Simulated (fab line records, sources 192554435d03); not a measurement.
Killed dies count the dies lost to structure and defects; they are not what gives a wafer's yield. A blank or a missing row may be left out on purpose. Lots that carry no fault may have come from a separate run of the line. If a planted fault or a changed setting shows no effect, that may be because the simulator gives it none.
Code-filled problem report in 8D (eight disciplines) form | flow n5 finfet | the parts of the form that need people (team, actions taken, sign-off) are left out

1. PROBLEM STATEMENT
At N5_HKMG_FIN_COAT_85, spin speed rpm averages 1751.9 rpm over 6 wafers from 2 lots, while fault-free wafers read 1500.1 rpm, standard deviation 1.1. That is +99 or more standard deviations from the usual mean.
The step: time 60 s, resist thk 300 nm.
Seen first at day 7 10:24 on litho track-01, wafer L552.2. The record has a number at this step for 33 wafers belonging to 11 lots. Rule for "out", or "out of limits": more than 4 standard deviations from the usual mean. The other wafers with a number count as sound.

2. WHAT IT IS; WHAT IT IS NOT
question                    | is                     | is not
which readings at this step | spin speed rpm         | -
which lots                  | L552, L554             | L540, L541, L542, L543, L544, L556, L559, L561, L562
which wafers of those lots  | all that have a number | -
read on which tools         | litho track-01         | litho track-02, litho track-04
when                        | from day 7 10:24       | up to then (15 sound wafers); but 12 sound wafers of L556, L559, L561, L562 came after

3. WHAT RULES OUT EACH SUSPECT
Counting: any tool at a process step up to the reading is kept as a suspect provided that every lot that is out went through it and no sound lot did after the first of them.
- thermal cvd si-01 at N5_HKMG_FIN_CVD_62 (deposits a-Si from Si2H6, target thk 3 nm, time 20.8 s): ruled out as a lasting fault. The sound lots L556, L562 went through it after L552, its earliest lot that is out (day 7 07:22).
- litho track-01 at N5_HKMG_FIN_COAT_85 (time 60 s, resist thk 300 nm): kept. It ran every lot that is out, first L552 (day 7 10:24), and no sound lot after that. On those wafers its own readings are out: spin speed rpm.
Left after counting: litho track-01 at N5_HKMG_FIN_COAT_85.

4. THE CAUSE (what the simulator had put in)
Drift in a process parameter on litho track-01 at N5_HKMG_FIN_COAT_85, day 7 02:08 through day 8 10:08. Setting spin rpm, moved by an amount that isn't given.
This tool alone remained once counting was done.

5. THE CHAIN OF EFFECTS, in route order
Each row: a reading where the mean over the struck wafers with a number is more than 3 standard deviations away from the usual. Scope: only readings with a usual standard deviation given in the record; hours: median across lots of the time from each lot's start at the first step in this table that gives one to its start at this step; sigmas: change in usual standard deviations.
hours | step                | reading        | usual      | on struck wafers | change | sigmas
0     | N5_HKMG_FIN_COAT_85 | spin speed rpm | 1500.1 rpm | 1751.9           | +251.8 | +99 or more
Process steps it contains:
- N5_HKMG_FIN_COAT_85: time 60 s, resist thk 300 nm.

6. HOW IT WOULD HAVE BEEN CAUGHT EARLIER
In this record no reading fell out of limits until day 7 10:24, 8 hours after the fault had begun at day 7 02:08.
